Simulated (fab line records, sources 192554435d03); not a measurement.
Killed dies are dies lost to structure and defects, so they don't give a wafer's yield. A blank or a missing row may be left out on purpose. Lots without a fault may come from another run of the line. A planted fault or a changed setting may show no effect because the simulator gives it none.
Chamber matching | flow n5_finfet | N5_ZERO_LAYER_ETCH_17 on rie_diel-04: 4 sister chambers
The step etches SiO2 in CF4, target depth 12 nm, time 13.3 s. 4 wafers are shown with their chamber, then 7 later ones without.

WAFERS WITH THEIR CHAMBER
wafer  | chamber | showerhead_plenum_p_Torr (Torr)
L088.2 | 2       | 2.17
L088.6 | 1       | 2.07
L089.3 | 3       | 2.19
L089.4 | 0       | 2.02

WAFERS WITHOUT THEIR CHAMBER
wafer  | showerhead_plenum_p_Torr (Torr)
L089.6 | 2.19
L092.1 | 2.06
L092.4 | 2.17
L092.5 | 2.06
L093.1 | 2.06
L093.4 | 2.17
L093.5 | 2.19

WHICH CHAMBER EACH WENT THROUGH
wafer  | from the rows above | in truth
L089.6 | 3                   | 3
L092.1 | 1                   | 1
L092.4 | 2                   | 2
L092.5 | 1                   | 1
L093.1 | 1                   | 1
L093.4 | 2                   | 2
L093.5 | 3                   | 3
Placed correctly: 7 of 7. Can't be placed from these rows: 0. Placed wrongly: 0.
How it was worked out, from the rows above alone: a wafer's distance from a chamber is the root of the sum, over the readings, of the square of ((its reading less the chamber's mean) divided by the reading's scatter). The wafer belongs to the nearest chamber; if the next one is less than 2 further off, it can't be placed. A chamber's mean is the mean of its shown wafers. The scatter: with one shown wafer a chamber, the root of the mean of the squares of how far each hidden wafer lies from its nearest shown one.
